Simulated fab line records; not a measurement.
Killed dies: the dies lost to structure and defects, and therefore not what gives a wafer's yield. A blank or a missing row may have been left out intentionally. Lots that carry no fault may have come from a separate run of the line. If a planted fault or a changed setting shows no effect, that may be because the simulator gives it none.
A single fault, viewed from 2 desks || flow n5-finfet || every desk sees just its own numbers, and what lay behind them comes last

## THE METROLOGY DESK
Means of the sampled wafers that have a number, per lot and without regard to the tool the lot ran on: this is what the gauges read. Marked OUT: a lot whose mean sits more than 4 standard deviations from the usual mean, which makes it out of limits; the brackets give that distance. 7 of its 10 readings are shown, namely those furthest out on some lot.
Columns: A = DIBL_N at N5_BEOL_M4_RC_MEAS_101, usual 36.3 mV/V; B = DIBL_P at N5_BEOL_M4_RC_MEAS_101, usual 36.2 mV/V; C = IOFF_P at N5_BEOL_M4_RC_MEAS_101, usual 0.206 nA/um; D = ION_N at N5_BEOL_M4_RC_MEAS_101, usual 673 uA/um; E = ION_P at N5_BEOL_M4_RC_MEAS_101, usual 461 uA/um; F = SS_N at N5_BEOL_M4_RC_MEAS_101, usual 71.5 mV/dec; G = VT_P at N5_BEOL_M4_RC_MEAS_101, usual -250.6 mV
{"lot": "L634", "first seen here": "day 8 10:10", "A": 36.6, "B": 37.1, "C": 0.209, "D": 662, "E": 457, "F": 72.0, "G": -251.4}
{"lot": "L637", "first seen here": "day 9 07:38", "A": 35.7, "B": 36.6, "C": 0.205, "D": 665, "E": 459, "F": 71.6, "G": -251.2}
{"lot": "L638", "first seen here": "day 9 09:32", "A": 38.4, "B": 37.4, "C": 0.222, "D": 680, "E": 467, "F": 71.8, "G": -249.2}
{"lot": "L636", "first seen here": "day 9 11:14", "A": 36.2, "B": 36.7, "C": 0.209, "D": 678, "E": 467, "F": 71.1, "G": -250.9}
{"lot": "L644", "first seen here": "day 10 21:08", "A": 37.2, "B": 37.8, "C": 0.212, "D": 675, "E": 459, "F": 72.0, "G": -252.1}
{"lot": "L645", "first seen here": "day 11 07:20", "A": 35.5, "B": 35.4, "C": 0.206, "D": 671, "E": 459, "F": 71.3, "G": -250.3}
{"lot": "L647", "first seen here": "day 11 23:32", "A": 36.3, "B": 35.1, "C": 0.220, "D": 666, "E": 463, "F": 71.5, "G": -247.2}
{"lot": "L649", "first seen here": "day 12 04:47", "A": 36.3, "B": 36.9, "C": 0.200, "D": 670, "E": 458, "F": 71.3, "G": -253.0}
{"lot": "L650", "first seen here": "day 12 07:06", "A": 37.2, "B": 37.7, "C": 0.243, "D": 683, "E": 472, "F": 72.3, "G": -245.9}
{"lot": "L652", "first seen here": "day 12 23:17", "A": 35.2, "B": 35.7, "C": 0.212, "D": 676, "E": 468, "F": 71.4, "G": -247.9}
This desk found nothing out of limits on any of the 10 lots.

## TOOL OWNER'S DESK, litho-track-04
The tool's own readings at N5_BEOL_M2_COAT_61 (time 60 s, resist thk 60 nm): means of the sampled wafers that have a number, for each lot that ran on this tool. Marked OUT: a lot whose mean sits more than 4 standard deviations from the usual mean, which makes it out of limits; the brackets give that distance.
Columns: A = plate-temp-C at N5_BEOL_M2_COAT_61, usual 250.00 C; B = spin-speed-rpm at N5_BEOL_M2_COAT_61, usual 1500.1 rpm
{"lot": "L638", "first seen here": "day 7 23:33", "A": 250.03, "B": 1500.1}
{"lot": "L644", "first seen here": "day 9 07:53", "A": 250.20, "B": "1404.8 (-99 or more) OUT"}
{"lot": "L645", "first seen here": "day 10 01:48", "A": 250.07, "B": "1405.6 (-99 or more) OUT"}
This desk finds L644, L645 out of limits, L644 being first, at day 9 07:53 (spin-speed-rpm at N5_BEOL_M2_COAT_61). L638: within limits.

## TAKEN TOGETHER
An alarm could have come from the tool owner's desk at day 9 07:53, on L644, L645.
Metrology desk: nothing out of limits seen.
The metrology desk holds a record of L644, L645, inside its limits.
The lots listed all ran N5_BEOL_M2_COAT_61 on litho-track-04.

## WHAT HAD BEEN PUT IN BY THE SIMULATOR
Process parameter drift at N5_BEOL_M2_COAT_61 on litho-track-04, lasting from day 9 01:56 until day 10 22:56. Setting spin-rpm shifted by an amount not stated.
Shown lots that were struck: L644, L645.
How many hours passed from the start of the fault until each desk's first out-of-limits reading: the tool owner's desk, 6.
